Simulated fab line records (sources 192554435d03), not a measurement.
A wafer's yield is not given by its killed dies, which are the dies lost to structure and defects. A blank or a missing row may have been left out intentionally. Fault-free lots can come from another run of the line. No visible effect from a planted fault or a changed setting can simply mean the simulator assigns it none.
Matching of chambers -- flow n5Finfet -- aldHk-01 running N5_MIM_TOP_ALD_00: 4 sister chambers
The step deposits Al2O3, purge time 3 s, co reactant pulse time 3 s. 4 wafers are shown with their chamber, then 8 later ones without.

== WAFERS PAIRED WITH THEIR CHAMBERS ==
wafer,chamber,precursorPulseHeightRel
L084.5,2,0.999
L089.1,3,0.977
L089.3,0,1.017
L091.1,1,0.999

== WAFERS WITHOUT THEIR CHAMBER ==
wafer,precursorPulseHeightRel
L091.3,0.995
L091.6,1.019
L095.1,1.043
L095.2,0.985
L095.4,1.032
L096.4,1.030
L096.5,1.012
L096.6,1.001

== WHICH CHAMBER EACH ONE RAN IN ==
wafer,from the rows above,in truth
L091.3,can't be placed: 1 or 2 or 3 or 0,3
L091.6,can't be placed: 0 or 1 or 2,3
L095.1,can't be placed: 0 or 1 or 2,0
L095.2,can't be placed: 3 or 1 or 2 or 0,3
L095.4,can't be placed: 0 or 1 or 2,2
L096.4,can't be placed: 0 or 1 or 2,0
L096.5,can't be placed: 0 or 1 or 2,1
L096.6,can't be placed: 1 or 2 or 0 or 3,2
0 of 8 placed correctly. Can't be placed from these rows: 8 (the true chamber is among the candidates in 7). Number placed wrongly: 0.
How it was worked out, from the rows above alone: a wafer's distance from a chamber is the root of the sum, over the readings, of the square of ((its reading less the chamber's mean) divided by the reading's scatter). If the next closest chamber is less than 2 further off than the closest, the wafer can't be placed; otherwise it belongs to the closest. For every chamber, the mean is computed from those of its wafers that are shown. The scatter (one wafer shown for each chamber): square how far every hidden wafer sits from the nearest shown wafer, average those squares and take the square root.
